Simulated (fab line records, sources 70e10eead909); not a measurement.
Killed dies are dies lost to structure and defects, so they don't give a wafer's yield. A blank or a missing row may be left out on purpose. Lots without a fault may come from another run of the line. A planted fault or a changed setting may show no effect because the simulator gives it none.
fab line records | flow nand_harc
record lots=12 wafers=36 last_day=24
route steps=1159 shown P_M1@306 P_M2@325 END@1159
lots that met no fault: from a run of the same line without faults
start_h: hours from the record's first day to the start of the lot's first wafer shown | wait_h: hours since the lot's step before | " the same as in the row above | L1.1+2: a row that stands for several wafers | - no value, or no start given | * or withheld: withheld | < > ~ a bound
route shown NAME@n: a module of which the file shows steps, and the number in the route of the first | usual: mean/standard deviation of fault-free wafers | same: alike in all rows | chamber/n: place in a boat | sites: the reading at each site | _std_site: their standard deviation | _edge_site: outer sites' mean less inner sites' | radius_mm: how far each site lies from the wafer's centre | mask NAME#n: copy n | behind: the tool/chamber that last shaped the wafer | hold: why the lot was held/for how many hours/how that ended | device: the transistor (n, p or np) that didn't switch | end of line: the same wafers' tests at the end of the route | a step without rows: its recipe alone | killed: dies lost to structure and defects at the first sort, not the wafer's yield | map: a wafer's dies, x killed, . not, _ none there
set.NAME: the setting as run; set.NAME@STEP: as run at that earlier step | model.NAME: the simulator's own value behind a step, which no gauge read
steps of the route over a sample of lots; a table a step, a row a wafer
services: from which hour (start_h, from the record's first day; less than 0 if before it) a tool's chamber was out of use, for how many hours, and why
## steps
# step NHARC_P_M1_PRE_CLEAN_30
# recipe time_s=30 temp_c=280 gas=H2/He
# usual heater_power_w=384/35 susceptor_temp_C=279.99/0.19
# columns lot.wafer tool chamber start_h wait_h heater_power_w susceptor_temp_C
L315.2 pvd_sputter-03 - - - 400 279.76
L315.1 " - " " 373 280.24
L315.5 " - " " 406 279.78
L317.2 pvd_sputter-03 - - - 367 279.89
L317.1 " - " " 399 279.68
L317.6 " - " " 383 280.14
L316.4 pvd_sputter-03 - - - 322 -
L316.1 " - " " 402 -
L316.3 " - " " 380 -
L319.4 pvd_sputter-03 - - - 380 279.99
L319.3 " - " " 324 280.07
L319.1 " - " " 402 279.71
L320.3 pvd_sputter-02 - - - 380 280.45
L320.4 " - " " 374 280.20
L320.1 " - " " 363 279.87
L321.3 pvd_sputter-03 - - - 396 279.86
L321.4 " - " " 328 280.01
L321.6 " - " " 402 280.14
L322.2 pvd_sputter-02 - - - 396 280.38
L322.1 " - " " 453 280.07
L322.6 " - " " 390 280.30
L329.1 pvd_sputter-02 - - - 363 -
L329.2 " - " " 383 -
L329.5 " - " " 390 -
L331.3 pvd_sputter-02 - - - 384 279.77
L331.6 " - " " 448 279.91
L331.5 " - " " 379 279.81
L332.3 pvd_sputter-01 - - - 332 -
L332.1 " - " " 369 -
L332.4 " - " " 375 -
L335.1 pvd_sputter-03 - - - 363 -
L335.2 " - " " 341 -
L335.6 " - " " 368 -
L338.2 pvd_sputter-02 - - - 376 280.25
L338.4 " - " " 386 279.76
L338.6 " - " " 395 280.13
# step NHARC_P_M1_CMP_23
# recipe t_overpolish_s=20 target_thk_nm=157.82
# usual motor_current_A=12.2/1.5 time_to_endpoint_s=28.6/2.2
# columns lot.wafer tool chamber start_h wait_h motor_current_A time_to_endpoint_s
L315.2 cmp-02 0 124.25 - 15.7 28.9
L315.1 " 2 " " 11.7 27.1
L315.5 " 0 " " 15.3 29.7
L317.2 cmp-04 3 128.38 - 12.3 29.0
L317.1 " 0 " " 10.0 32.2
L317.6 " 2 " " 10.3 26.5
L316.4 cmp-04 2 137.75 - 10.1 27.2
L316.3 " 0 " " 10.5 29.1
L316.1 " 1 " " 13.4 31.0
L319.3 cmp-01 0 141.38 - 12.6 30.1
L319.1 " 1 " " 13.2 26.7
L319.4 " 3 " " 12.7 28.3
L320.4 cmp-04 2 148.53 - 10.4 22.0
L320.1 " 3 " " 13.0 27.7
L320.3 " 1 " " 12.8 27.1
L321.4 cmp-01 1 156.98 - 13.5 27.3
L321.3 " 0 " " 12.1 26.3
L321.6 " 2 " " 10.9 29.4
L322.2 cmp-04 1 168.38 - 13.2 27.2
L322.1 " 3 " " 12.8 29.0
L322.6 " 1 " " 13.7 31.0
L329.1 cmp-04 3 220.33 - 11.9 30.3
L329.2 " 0 " " 10.5 29.2
L329.5 " 3 " " 12.5 28.5
L331.3 cmp-01 1 224.92 - 13.1 28.4
L331.6 " 0 " " 12.4 32.2
L331.5 " 1 " " 12.9 27.8
L332.3 cmp-01 3 230.16 - 14.0 29.8
L332.4 " 1 " " 13.3 30.1
L332.1 " 2 " " 11.2 28.0
L335.1 cmp-04 3 239.59 - 12.5 31.2
L335.2 " 0 " " 10.6 32.9
L335.6 " 1 " " 13.5 30.1
L338.2 cmp-02 0 254.47 - 15.5 27.0
L338.4 " 1 " " 13.6 25.9
L338.6 " 0 " " 15.3 27.3
# step NHARC_P_M2_EXPOSE_06
# recipe na=1.35 target_cd_nm=170 dose_mj=80.78 mask_id=P_M2
# columns lot.wafer tool chamber start_h wait_h mask
L315.1+2+5 arfi_scanner-01 0 126.25 - P_M2#0
L317.1+2+6 arfi_scanner-01 0 129.94 - P_M2#0
L316.1+3+4 arfi_scanner-03 0 139.45 - P_M2#0
L319.1+3+4 arfi_scanner-02 0 143.10 - P_M2#0
L320.1+3+4 arfi_scanner-03 0 150.28 - P_M2#0
L321.3+4+6 arfi_scanner-03 0 158.59 - P_M2#0
L322.1+2+6 arfi_scanner-03 0 169.99 - P_M2#0
L329.1+2+5 arfi_scanner-01 0 222.06 - P_M2#0
L331.3+5+6 arfi_scanner-01 0 226.51 - P_M2#0
L332.1+3+4 arfi_scanner-02 0 231.92 - P_M2#0
L335.1+2+6 arfi_scanner-03 0 242.05 - P_M2#0
L338.2+4+6 arfi_scanner-03 0 256.41 - P_M2#0
# step NHARC_P_M2_CD_MEAS_09
# recipe target_cd_nm=170 landing_energy_ev=500
# usual cd_nm=169.6/0.46
# columns lot.wafer tool chamber start_h wait_h cd_nm
L315.1 cd_sem-02 0 126.39 - 169.9
L315.2 " 0 " " 169.5
L315.5 " 0 " " 169.8
L317.1 cd_sem-03 0 130.08 - 169.5
L317.2 " 0 " " 169.8
L317.6 " 0 " " 170.6
L316.1 cd_sem-03 0 139.59 - 169.9
L316.3 " 0 " " 169.4
L316.4 " 0 " " 169.5
L319.1 cd_sem-02 0 143.24 - 170.2
L319.3 " 0 " " 169.9
L319.4 " 0 " " 169.9
L320.1 cd_sem-02 0 150.42 - 168.6
L320.3 " 0 " " 169.5
L320.4 " 0 " " 169.8
L321.3 cd_sem-02 0 158.72 - 169.6
L321.4 " 0 " " 169.0
L321.6 " 0 " " 168.3
L322.1 cd_sem-02 0 170.12 - 168.8
L322.2 " 0 " " 168.9
L322.6 " 0 " " 169.0
L329.1 cd_sem-03 0 222.20 - 169.2
L329.2 " 0 " " 169.4
L329.5 " 0 " " 177.3
L331.3 cd_sem-01 0 226.65 - 177.9
L331.5 " 0 " " 176.8
L331.6 " 0 " " 176.4
L332.1 cd_sem-01 0 232.06 - 169.5
L332.3 " 0 " " 169.7
L332.4 " 0 " " 169.1
L335.1 cd_sem-02 0 242.19 - 169.0
L335.2 " 0 " " 170.7
L335.6 " 0 " " 169.4
L338.2 cd_sem-03 0 256.56 - 170.4
L338.4 " 0 " " 169.9
L338.6 " 0 " " 170.1
# step NHARC_P_M2_ETCH_15
# recipe target_depth_a=1825 time_s=91.2 c4f8_flow_sccm=withheld ar_flow_sccm=400 rf_w=600 bias_w=300 chemistry=C4F8/Ar
# usual oes_product_au=0.951/0.023 rf_vpp_V=441/3.2
# columns lot.wafer tool chamber start_h wait_h oes_product_au rf_hours_counter_h rf_vpp_V
L315.1 rie_diel-07 3 - - 0.925 14 439
L315.2 " 0 " " 0.921 13 443
L315.5 " 3 " " 0.919 - 439
L317.1 rie_diel-05 1 - - 0.962 5 443
L317.2 " 2 " " 0.979 5 439
L317.6 " 1 " " 0.959 - 443
L316.1 rie_diel-05 3 - - 0.935 5 445
L316.3 " 0 " " 0.975 4 437
L316.4 " 1 " " 0.916 6 443
L319.1 rie_diel-05 2 - - 0.928 6 439
L319.4 " 3 " " 0.936 6 445
L319.3 " 0 " " 0.934 5 436
L320.3 rie_diel-05 3 - - 0.975 6 444
L320.4 " 0 " " 0.982 5 438
L320.1 " 1 " " 0.946 7 443
L321.3 rie_diel-05 2 - - 0.980 7 441
L321.4 " 0 " " 0.973 5 438
L321.6 " 3 " " 0.969 - 444
L322.1 rie_diel-03 2 - - 0.923 43 436
L322.2 " 0 " " 0.907 49 441
L322.6 " 2 " " 0.934 - 436
L329.1 rie_diel-05 1 - - 0.915 1 442
L329.2 " 3 " " 0.926 1 445
L329.5 " 2 " " 0.924 - 439
L331.3 rie_diel-05 3 - - 0.990 2 444
L331.6 " 2 " " 0.970 - 438
L331.5 " 3 " " 0.991 - 444
L332.3 rie_diel-05 3 - - 0.963 2 444
L332.1 " 0 " " 0.951 2 436
L332.4 " 1 " " 0.984 2 442
L335.2 rie_diel-07 1 - - 0.972 1 444
L335.1 " 2 " " 0.979 1 438
L335.6 " 0 " " 0.966 - 442
L338.2 rie_diel-05 3 - - 0.922 3 446
L338.4 " 2 " " 0.933 3 438
L338.6 " 3 " " 0.931 - 445
# step NHARC_END_SORT_01
# recipe temp_c=25
# usual defect_limited_yield=95.4/1.4 killed_at_array=27/9.3 killed_at_other=0.9/1.3 killed_at_periphery=3.6/2.7 killed_dies=31/9.7 killed_open=3.3/1.8 killed_short=2.0/1.5 sort_bin_2_pct=1.4/0.63 sort_bin_3_pct=0.25/0.21 sort_bin_4_pct=2.9/0.93 sort_n_pass=646/9.7 sort_rim_yield_pct=95/3.1 sort_yield_pct=95.4/1.4
# same gross_dies=677 sort_bin_5_pct[%]=0 sort_bin_6_pct[%]=0 sort_bin_7_pct[%]=0 sort_bin_8_pct[%]=0 sort_rim_n_gross=106.00
# columns lot.wafer tool chamber start_h wait_h defect_limited_yield[%] killed_at_array killed_at_other killed_at_periphery killed_dies killed_open killed_short sort_bin_2_pct[%] sort_bin_3_pct[%] sort_bin_4_pct[%] sort_n_pass sort_rim_yield_pct[%] sort_yield_pct[%]
L319.1 prober-01 0 446.73 2.5 94.8 29 1 5 35 4 0 1.3 0 3.8 642 93 94.8
L319.3 prober-01 0 448.32 3.1 97.3 12 1 5 18 1 2 0.7 0 1.9 659 100 97.3
L319.4 prober-01 0 449.12 3.4 96.5 15 3 6 24 2 2 1.5 0.15 1.9 653 94 96.5
L317.1 prober-01 0 454.47 2.5 96.2 23 0 3 26 4 3 1.2 0 2.7 651 94 96.2
L317.2 prober-01 0 455.28 2.8 97.3 17 0 1 18 1 4 0.3 0.30 2.1 659 97 97.3
L317.6 prober-01 0 458.50 4.0 95.9 26 1 1 28 6 2 0.9 0.15 3.1 649 92 95.9
L320.1 prober-02 0 454.49 2.5 97.2 15 2 2 19 4 0 0.9 0 1.9 658 97 97.2
L320.3 prober-02 0 456.10 3.1 97.5 13 2 2 17 6 2 0.9 0.15 1.5 660 96 97.5
L320.4 prober-02 0 456.91 3.4 96.9 17 0 4 21 3 4 1.2 0 1.9 656 98 96.9
L316.1 prober-01 0 462.28 2.5 93.9 34 1 6 41 1 2 2.4 0.30 3.4 636 90 93.9
L316.3 prober-01 0 463.87 3.1 94.2 27 2 10 39 1 0 1.5 0.74 3.5 638 92 94.2
L316.4 prober-01 0 464.66 3.4 94.5 28 0 9 37 1 1 1.2 0.59 3.7 640 92 94.5
L315.1 prober-02 0 463.81 2.5 95.6 25 0 5 30 7 2 1.0 0.30 3.1 647 92 95.6
L315.2 prober-02 0 464.60 2.8 95.0 28 1 5 34 2 3 1.3 0.30 3.4 643 95 95.0
L315.5 prober-02 0 466.98 3.7 95.1 28 0 5 33 2 2 1.8 0 3.1 644 98 95.1
L321.3 prober-02 0 473.12 3.1 97.8 11 0 4 15 2 2 0.3 0.15 1.8 662 97 97.8
L321.4 prober-02 0 473.91 3.4 96.6 18 0 5 23 4 2 1.2 0 2.2 654 95 96.6
L321.6 prober-02 0 475.49 3.9 95.1 19 0 14 33 5 2 1.5 0 3.4 644 93 95.1
L322.1 prober-02 0 495.58 2.4 95.0 27 0 7 34 6 2 1.6 0.15 3.2 643 92 95.0
L322.2 prober-02 0 496.36 2.7 93.9 39 0 2 41 3 5 1.8 0.15 4.1 636 92 93.9
L322.6 prober-02 0 499.48 3.9 97.0 17 1 2 20 3 1 1.2 0.15 1.6 657 97 97.0
L329.1 prober-01 0 532.82 2.5 96.6 18 0 5 23 3 3 0.3 0.44 2.7 654 94 96.6
L329.2 prober-01 0 533.63 2.8 96.8 17 2 3 22 3 2 0.7 0.15 2.4 655 97 96.8
L329.5 prober-01 0 536.05 3.7 95.9 22 2 4 28 5 1 0.9 0.59 2.7 649 93 95.9
L332.1 prober-01 0 540.97 2.5 97.0 19 1 0 20 1 1 1.2 0 1.8 657 95 97.0
L332.3 prober-01 0 542.57 3.1 94.5 30 3 4 37 4 4 2.1 0.15 3.2 640 92 94.5
L332.4 prober-01 0 543.37 3.4 96.0 24 2 1 27 2 0 1.9 0 2.1 650 93 96.0
L335.1 prober-02 0 550.05 2.5 92.8 46 0 3 49 3 1 2.2 0.89 4.1 628 85 92.8
L335.2 prober-02 0 550.85 2.8 91.6 54 0 3 57 7 1 2.4 0.44 5.6 620 90 91.6
L335.6 prober-02 0 554.04 4.0 93.6 43 0 0 43 0 2 2.8 0.15 3.4 634 91 93.6
L331.3 prober-01 0 550.41 3.1 96.6 23 0 0 23 3 1 1.0 0.30 2.1 654 96 96.6
L331.5 prober-01 0 552.00 3.7 95.9 25 1 2 28 0 3 1.2 0 3.0 649 92 95.9
L331.6 prober-01 0 552.80 4.0 97.0 20 0 0 20 1 1 1.2 0.15 1.6 657 96 97.0
L338.2 prober-02 0 563.43 2.8 94.1 35 0 5 40 2 0 1.2 0.59 4.1 637 92 94.1
L338.4 prober-02 0 565.02 3.4 93.1 40 0 7 47 2 8 2.8 0.30 3.8 630 94 93.1
L338.6 prober-02 0 566.60 4.0 94.7 31 1 4 36 7 1 1.3 0.15 3.8 641 94 94.7
# killed by level:class
L319.1 A_SLIT:chamber_film_flake=10 A_CONTACT:chamber_film_flake=7 P_M1:chamber_film_flake=3 A_STAIRCASE:chamber_film_flake=3 A_WL_FILL:chamber_film_flake=3 A_WL_FILL:geometric_particle:open=2 A_CHANNEL_HOLE_D1:chamber_film_flake=2 A_CHANNEL_FILL_D1:geometric_particle:open=1
L319.3 A_SLIT:chamber_film_flake=7 A_CONTACT:chamber_film_flake=2 P_CONTACT:geometric_particle:short=1 P_M0:geometric_particle:open=1 A_M0:geometric_particle:short=1 P_STI:chamber_film_flake=1 P_GATE:chamber_film_flake=1 P_M1:chamber_film_flake=1
L319.4 A_SLIT:chamber_film_flake=6 P_M1:chamber_film_flake=4 A_CONTACT:chamber_film_flake=3 A_CONTACT:geometric_particle:open=2 A_STAIRCASE:chamber_film_flake=2 THIN_TSV:chamber_film_flake=2 A_M0:geometric_particle:short=1 STARTING-WAFER:geometric_particle:short=1
L317.1 A_CHANNEL_HOLE_D1:chamber_film_flake=11 A_CONTACT:chamber_film_flake=6 P_M0:geometric_particle:open=1 P_M0:geometric_particle:short=1 A_ONON_D1:geometric_particle:open=1 A_ONON_D1:geometric_particle:short=1 A_CONTACT:geometric_particle:open=1 A_BLC:geometric_particle:short=1
L320.1 A_STAIRCASE:chamber_film_flake=5 A_CHANNEL_HOLE_D1:chamber_film_flake=3 A_WL_FILL:geometric_particle:open=2 A_CONTACT:chamber_film_flake=2 THIN_TSV:chamber_film_flake=2 A_CHANNEL_FILL_D1:geometric_particle:open=1 A_CONTACT:geometric_particle:open=1 P_STI:chamber_film_flake=1
L317.2 A_CHANNEL_HOLE_D1:chamber_film_flake=6 A_CONTACT:chamber_film_flake=4 A_STAIRCASE:chamber_film_flake=2 P_CONTACT:geometric_particle:short=1 A_ONON_D1:geometric_particle:short=1 A_SGD_CUT:geometric_particle:short=1 A_CONTACT:geometric_particle:open=1 A_M0:geometric_particle:short=1
L320.3 A_WL_FILL:geometric_particle:short=2 A_WL_FILL:geometric_particle:open=2 A_M0:geometric_particle:open=2 A_CHANNEL_FILL_D1:chamber_film_flake=2 A_STAIRCASE:chamber_film_flake=2 THIN_TSV:chamber_film_flake=2 P_CONTACT:geometric_particle:open=1 A_CHANNEL_FILL_D1:geometric_particle:open=1
L320.4 A_CHANNEL_HOLE_D1:chamber_film_flake=6 P_M1:chamber_film_flake=3 A_STAIRCASE:chamber_film_flake=3 P_M1:geometric_particle:short=1 A_ONON_D1:geometric_particle:short=1 A_ONON_D1:geometric_particle:open=1 A_CHANNEL_HOLE_D1:geometric_particle:short=1 A_CHANNEL_FILL_D1:geometric_particle:short=1
L317.6 A_CHANNEL_HOLE_D1:chamber_film_flake=11 A_CONTACT:chamber_film_flake=8 A_ONON_D1:geometric_particle:open=2 A_CONTACT:geometric_particle:open=2 P_STI:geometric_particle:open=1 A_ONON_D1:geometric_particle:short=1 A_WL_FILL:geometric_particle:short=1 A_M1:geometric_particle:open=1
L316.1 A_CHANNEL_HOLE_D1:chamber_film_flake=17 A_STAIRCASE:chamber_film_flake=5 A_SLIT:chamber_film_flake=5 P_M1:chamber_film_flake=3 P_CONTACT:chamber_film_flake=2 A_WL_FILL:chamber_film_flake=2 A_CONTACT:chamber_film_flake=2 A_ONON_D1:geometric_particle:short=1
L315.1 A_SLIT:chamber_film_flake=9 A_CHANNEL_HOLE_D1:chamber_film_flake=6 A_CHANNEL_HOLE_D1:geometric_particle:open=2 A_WL_FILL:geometric_particle:open=2 P_STI:chamber_film_flake=2 A_CONTACT:chamber_film_flake=2 P_GATE:geometric_particle:open=1 P_CONTACT:geometric_particle:open=1
L316.3 A_CHANNEL_HOLE_D1:chamber_film_flake=13 A_SLIT:chamber_film_flake=10 P_CONTACT:chamber_film_flake=5 P_M1:chamber_film_flake=3 P_ZERO_WELL:chamber_film_flake=2 A_STAIRCASE:chamber_film_flake=2 A_CHANNEL_FILL_D1:geometric_particle:open=1 A_CONTACT:chamber_film_flake=1
L315.2 A_SLIT:chamber_film_flake=11 A_CHANNEL_HOLE_D1:chamber_film_flake=7 A_STAIRCASE:chamber_film_flake=3 A_CONTACT:chamber_film_flake=3 P_GATE:chamber_film_flake=2 P_STI:geometric_particle:open=1 A_SOURCE_PLATE:geometric_particle:short=1 A_STAIRCASE:geometric_particle:short=1
L316.4 A_SLIT:chamber_film_flake=10 A_CHANNEL_HOLE_D1:chamber_film_flake=9 P_M1:chamber_film_flake=6 P_CONTACT:chamber_film_flake=3 A_STAIRCASE:chamber_film_flake=3 A_CONTACT:chamber_film_flake=3 A_CHANNEL_FILL_D1:geometric_particle:short=1 A_CONTACT:geometric_particle:open=1
L315.5 A_CHANNEL_HOLE_D1:chamber_film_flake=7 A_SLIT:chamber_film_flake=7 A_STAIRCASE:chamber_film_flake=5 A_CONTACT:chamber_film_flake=4 P_STI:chamber_film_flake=3 A_M0:geometric_particle:open=2 A_WL_FILL:geometric_particle:short=1 A_M1:geometric_particle:short=1
L321.3 A_CHANNEL_HOLE_D1:chamber_film_flake=5 P_BONDPAD:chamber_film_flake=4 A_STAIRCASE:chamber_film_flake=2 A_ONON_D1:geometric_particle:short=1 A_CHANNEL_FILL_D1:geometric_particle:short=1 A_CONTACT:geometric_particle:open=1 A_M1:geometric_particle:open=1
L321.4 A_CHANNEL_HOLE_D1:chamber_film_flake=7 A_STAIRCASE:chamber_film_flake=5 A_ONON_D1:geometric_particle:open=2 P_STI:chamber_film_flake=2 P_CONTACT:geometric_particle:short=1 A_WL_FILL:geometric_particle:open=1 A_CONTACT:geometric_particle:short=1 A_CONTACT:geometric_particle:open=1
L321.6 P_BONDPAD:chamber_film_flake=9 A_CHANNEL_HOLE_D1:chamber_film_flake=9 P_STI:chamber_film_flake=2 A_SGD_CUT:chamber_film_flake=2 A_STAIRCASE:chamber_film_flake=2 P_GATE:geometric_particle:open=1 P_M0:geometric_particle:open=1 A_CHANNEL_FILL_D1:geometric_particle:open=1
L322.1 A_CHANNEL_HOLE_D1:chamber_film_flake=10 A_STAIRCASE:chamber_film_flake=7 A_WL_FILL:chamber_film_flake=3 A_WL_FILL:geometric_particle:open=2 A_M0:geometric_particle:open=2 P_BONDPAD:chamber_film_flake=2 A_CONTACT:chamber_film_flake=2 P_GATE:geometric_particle:open=1
L322.2 A_CHANNEL_HOLE_D1:chamber_film_flake=14 A_STAIRCASE:chamber_film_flake=8 A_WL_FILL:chamber_film_flake=5 A_CONTACT:chamber_film_flake=4 P_M1:geometric_particle:open=1 A_CHANNEL_FILL_D1:geometric_particle:short=1 A_CHANNEL_HOLE_D1:geometric_particle:short=1 A_WL_FILL:geometric_particle:short=1
L322.6 A_CHANNEL_HOLE_D1:chamber_film_flake=13 P_STI:geometric_particle:open=1 P_CONTACT:geometric_particle:open=1 A_SOURCE_PLATE:geometric_particle:short=1 STARTING-WAFER:geometric_particle:open=1 A_CHANNEL_FILL_D1:chamber_film_flake=1 A_STAIRCASE:chamber_film_flake=1 A_WL_FILL:chamber_film_flake=1
L329.1 A_CONTACT:chamber_film_flake=7 A_CHANNEL_HOLE_D1:chamber_film_flake=3 A_ONON_D1:geometric_particle:short=2 A_ZERO_WELL:chamber_film_flake=2 P_STI:geometric_particle:open=1 P_CONTACT:geometric_particle:open=1 A_WL_FILL:geometric_particle:short=1 A_CONTACT:geometric_particle:open=1
L329.2 A_CHANNEL_HOLE_D1:chamber_film_flake=6 A_CONTACT:chamber_film_flake=3 A_STAIRCASE:chamber_film_flake=2 THIN_TSV:chamber_film_flake=2 P_M2:geometric_particle:short=1 A_ONON_D1:geometric_particle:open=1 A_CHANNEL_FILL_D1:geometric_particle:open=1 A_SGD_CUT:geometric_particle:open=1
L329.5 A_CONTACT:chamber_film_flake=8 A_CHANNEL_HOLE_D1:chamber_film_flake=5 A_M0:geometric_particle:open=2 P_M1:chamber_film_flake=2 THIN_TSV:chamber_film_flake=2 A_ONON_D1:geometric_particle:open=1 A_STAIRCASE:geometric_particle:short=1 A_STAIRCASE:geometric_particle:open=1
L332.1 A_CHANNEL_HOLE_D1:chamber_film_flake=13 A_STAIRCASE:chamber_film_flake=3 A_ONON_D1:geometric_particle:open=1 A_CONTACT:geometric_particle:short=1 A_M1:chamber_film_flake=1 HYBRID_BOND:chamber_film_flake=1
L332.3 A_CHANNEL_HOLE_D1:chamber_film_flake=21 HYBRID_BOND:chamber_film_flake=3 A_CONTACT:chamber_film_flake=2 P_CONTACT:geometric_particle:open=1 P_M1:geometric_particle:open=1 P_M2:geometric_particle:short=1 A_ONON_D1:geometric_particle:open=1 A_ONON_D1:geometric_particle:short=1
L332.4 A_CHANNEL_HOLE_D1:chamber_film_flake=17 A_STAIRCASE:chamber_film_flake=2 A_CONTACT:chamber_film_flake=2 HYBRID_BOND:chamber_film_flake=2 P_M0:geometric_particle:open=1 A_ONON_D1:geometric_particle:open=1 A_SLIT:chamber_film_flake=1 A_WL_FILL:chamber_film_flake=1
L335.1 A_SLIT:chamber_film_flake=19 A_CHANNEL_HOLE_D1:chamber_film_flake=18 A_STAIRCASE:chamber_film_flake=2 A_WL_FILL:chamber_film_flake=2 P_M0:geometric_particle:open=1 P_M1:geometric_particle:short=1 A_WL_FILL:geometric_particle:open=1 A_CONTACT:geometric_particle:open=1
L331.3 A_CHANNEL_HOLE_D1:chamber_film_flake=12 A_CONTACT:chamber_film_flake=4 A_STAIRCASE:chamber_film_flake=2 A_ONON_D1:geometric_particle:short=1 A_CHANNEL_FILL_D1:geometric_particle:open=1 A_WL_FILL:geometric_particle:open=1 A_CONTACT:geometric_particle:open=1 A_ZERO_WELL:chamber_film_flake=1
L335.2 A_SLIT:chamber_film_flake=24 A_CHANNEL_HOLE_D1:chamber_film_flake=19 A_STAIRCASE:chamber_film_flake=3 P_CONTACT:geometric_particle:open=2 A_CONTACT:geometric_particle:open=2 A_CONTACT:chamber_film_flake=2 P_M0:geometric_particle:open=1 A_SOURCE_PLATE:geometric_particle:open=1
L331.5 A_CHANNEL_HOLE_D1:chamber_film_flake=14 A_CONTACT:chamber_film_flake=6 P_GATE:chamber_film_flake=2 A_CHANNEL_FILL_D1:geometric_particle:short=1 A_WL_FILL:geometric_particle:short=1 STARTING-WAFER:geometric_particle:short=1 A_ZERO_WELL:chamber_film_flake=1 A_CHANNEL_FILL_D1:chamber_film_flake=1
L331.6 A_CHANNEL_HOLE_D1:chamber_film_flake=15 A_CONTACT:chamber_film_flake=2 A_WL_FILL:geometric_particle:short=1 A_CONTACT:geometric_particle:open=1 A_STAIRCASE:chamber_film_flake=1
L335.6 A_CHANNEL_HOLE_D1:chamber_film_flake=19 A_SLIT:chamber_film_flake=13 A_STAIRCASE:chamber_film_flake=3 A_CONTACT:chamber_film_flake=3 A_WL_FILL:chamber_film_flake=2 A_CHANNEL_HOLE_D1:geometric_particle:short=1 A_CHANNEL_FILL_D1:geometric_particle:short=1 A_CHANNEL_FILL_D1:chamber_film_flake=1
L338.2 A_CONTACT:chamber_film_flake=12 A_CHANNEL_HOLE_D1:chamber_film_flake=5 P_STI:chamber_film_flake=4 A_STAIRCASE:chamber_film_flake=4 A_SGD_CUT:chamber_film_flake=3 A_WL_FILL:chamber_film_flake=3 A_BONDPAD:chamber_film_flake=3 A_CHANNEL_FILL_D1:chamber_film_flake=2
L338.4 A_CHANNEL_HOLE_D1:chamber_film_flake=8 A_CONTACT:chamber_film_flake=6 A_BONDPAD:chamber_film_flake=6 A_STAIRCASE:chamber_film_flake=4 A_SGD_CUT:chamber_film_flake=4 A_ONON_D1:geometric_particle:short=3 P_GATE:chamber_film_flake=3 A_WL_FILL:chamber_film_flake=3
L338.6 A_CONTACT:chamber_film_flake=11 A_CHANNEL_HOLE_D1:chamber_film_flake=7 A_ONON_D1:geometric_particle:open=2 P_STI:chamber_film_flake=2 A_BLC:chamber_film_flake=2 A_CHANNEL_FILL_D1:chamber_film_flake=2 P_GATE:geometric_particle:open=1 A_SGD_CUT:geometric_particle:short=1
## services
# columns tool chamber start_h hours kind
pvd_sputter-03 - 102.05 10.0 pm
cmp-01 - 102.42 0.9 repair
cmp-04 - 105.10 4.0 pm
arfi_scanner-03 - 107.59 0.7 repair
arfi_scanner-03 - 112.21 0.5 repair
rie_diel-05 2 134.01 4.2 repair
arfi_scanner-03 - 140.00 4.0 pm
arfi_scanner-03 - 144.20 0.5 repair
arfi_scanner-01 - 144.80 0.5 repair
rie_diel-05 - 163.60 9.0 pm
cmp-01 - 179.50 4.0 pm
arfi_scanner-03 - 186.73 2.8 repair
pvd_sputter-02 - 187.60 2.7 repair
cmp-04 - 187.84 0.7 repair
rie_diel-05 1 195.22 6.1 repair
pvd_sputter-03 - 195.69 6.6 repair
cmp-04 - 196.91 1.4 repair
rie_diel-05 2 197.80 8.4 repair
cmp-04 - 200.36 0.8 repair
cmp-04 - 203.10 4.0 pm
cmp-04 - 222.65 1.7 repair
pvd_sputter-03 - 226.36 4.4 repair
pvd_sputter-02 - 231.39 10.0 pm
arfi_scanner-03 - 243.07 0.3 repair
## key
first_sign step=NHARC_P_M2_CD_MEAS_09 reading=cd_nm direction=up sigmas=16 usual=169.6 struck=177.1
effect none on later readings
met_at NHARC_P_M2_EXPOSE_06
struck_lots L329,L331
struck_wafers L329.5,L331.3,L331.5,L331.6
not_acting_at NHARC_P_M1_PRE_CLEAN_30,NHARC_P_M1_CMP_23,NHARC_P_M2_ETCH_15
onset_between 129.94 222.06
fault kind=process_parameter_drift tool=arfi_scanner-01 chamber=- onset_h=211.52 steps=NHARC_P_M2_EXPOSE_06 channel=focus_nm offset=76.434 shape=step end_h=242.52 scope=struck_wafers_only
